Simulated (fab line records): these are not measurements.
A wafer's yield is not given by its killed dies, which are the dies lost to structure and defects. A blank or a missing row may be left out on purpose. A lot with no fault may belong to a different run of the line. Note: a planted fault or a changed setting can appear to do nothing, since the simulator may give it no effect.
Chamber matching + flow n5-finfet + 4 sister chambers for N5_BEOL_M3_STRIP_66 on rie-diel-06
The step strips in CF4. 4 wafers are shown with their chamber, then 7 later ones without.

== EACH WAFER AND ITS CHAMBER ==
| wafer  | chamber | showerhead-plenum-p-Torr (Torr) |
|--------|---------|---------------------------------|
| L080.3 | 0       | 1.82                            |
| L082.3 | 2       | 1.82                            |
| L085.1 | 1       | 1.77                            |
| L085.4 | 3       | 1.88                            |

== WAFERS MISSING THEIR CHAMBER ==
| wafer  | showerhead-plenum-p-Torr (Torr) |
|--------|---------------------------------|
| L085.5 | 1.82                            |
| L089.1 | 1.82                            |
| L089.4 | 1.81                            |
| L089.6 | 1.81                            |
| L097.3 | 1.76                            |
| L097.5 | 1.81                            |
| L097.6 | 1.88                            |

== CHAMBER TAKEN BY EACH ==
| wafer  | from the rows above     | in truth |
|--------|-------------------------|----------|
| L085.5 | can't be placed: 0 or 2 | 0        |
| L089.1 | can't be placed: 0 or 2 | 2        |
| L089.4 | can't be placed: 0 or 2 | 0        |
| L089.6 | can't be placed: 0 or 2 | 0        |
| L097.3 | 1                       | 1        |
| L097.5 | can't be placed: 0 or 2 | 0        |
| L097.6 | 3                       | 3        |
2 of 7 placed correctly. Can't be placed from these rows: 5 (the true chamber is among the candidates in 5). 0 placed wrongly.
How it was worked out, from the rows above alone: a wafer's distance from a chamber is the root of the sum, over the readings, of the square of ((its reading less the chamber's mean) divided by the reading's scatter). If the next closest chamber is less than 2 further off than the closest, the wafer can't be placed; otherwise it belongs to the closest. For every chamber, the mean is computed from those of its wafers that are shown. The scatter (one wafer shown for each chamber): square how far every hidden wafer sits from the nearest shown wafer, average those squares and take the square root.
